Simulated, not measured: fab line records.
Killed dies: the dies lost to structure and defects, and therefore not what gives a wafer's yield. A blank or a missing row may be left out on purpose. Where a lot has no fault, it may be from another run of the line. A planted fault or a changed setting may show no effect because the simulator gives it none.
Matching of chambers / flow n5-finfet / N5_BEOL_M2_ETCH_77 on rie-diel-06 has 4 sister chambers
The step etches underlayer in N2/H2, target depth 6.5 nm, time 5.2 s. 4 wafers are shown with their chamber, then 10 later ones without.

## EACH WAFER AND ITS CHAMBER
wafer=L086.1; chamber=3; showerhead-plenum-p-Torr (Torr)=2.72
wafer=L086.6; chamber=1; showerhead-plenum-p-Torr (Torr)=2.53
wafer=L088.3; chamber=0; showerhead-plenum-p-Torr (Torr)=2.42
wafer=L088.4; chamber=2; showerhead-plenum-p-Torr (Torr)=2.52

## WAFERS WHOSE CHAMBER IS MISSING
wafer=L088.5; showerhead-plenum-p-Torr (Torr)=2.53
wafer=L089.1; showerhead-plenum-p-Torr (Torr)=2.71
wafer=L089.2; showerhead-plenum-p-Torr (Torr)=2.52
wafer=L089.6; showerhead-plenum-p-Torr (Torr)=2.42
wafer=L093.3; showerhead-plenum-p-Torr (Torr)=2.52
wafer=L093.4; showerhead-plenum-p-Torr (Torr)=2.71
wafer=L093.6; showerhead-plenum-p-Torr (Torr)=2.41
wafer=L094.1; showerhead-plenum-p-Torr (Torr)=2.52
wafer=L094.4; showerhead-plenum-p-Torr (Torr)=2.41
wafer=L094.5; showerhead-plenum-p-Torr (Torr)=2.52

## WHICH CHAMBER EACH ONE RAN IN
wafer=L088.5; from the rows above=can't be placed: 1 or 2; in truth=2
wafer=L089.1; from the rows above=3; in truth=3
wafer=L089.2; from the rows above=can't be placed: 2 or 1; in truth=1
wafer=L089.6; from the rows above=0; in truth=0
wafer=L093.3; from the rows above=can't be placed: 2 or 1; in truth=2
wafer=L093.4; from the rows above=3; in truth=3
wafer=L093.6; from the rows above=0; in truth=0
wafer=L094.1; from the rows above=can't be placed: 2 or 1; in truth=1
wafer=L094.4; from the rows above=0; in truth=0
wafer=L094.5; from the rows above=can't be placed: 2 or 1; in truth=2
5 of 10 placed correctly. These rows do not allow placing 5 (true chamber among the candidates in 5). 0 placed wrongly.
How it was worked out, from the rows above alone: a wafer's distance from a chamber is the root of the sum, over the readings, of the square of ((its reading less the chamber's mean) divided by the reading's scatter). If the next closest chamber is less than 2 further off than the closest, the wafer can't be placed; otherwise it belongs to the closest. Each chamber's mean is taken over the wafers shown for it. The scatter: root of mean squared gap, hidden wafer to nearest shown wafer, with one shown wafer a chamber.
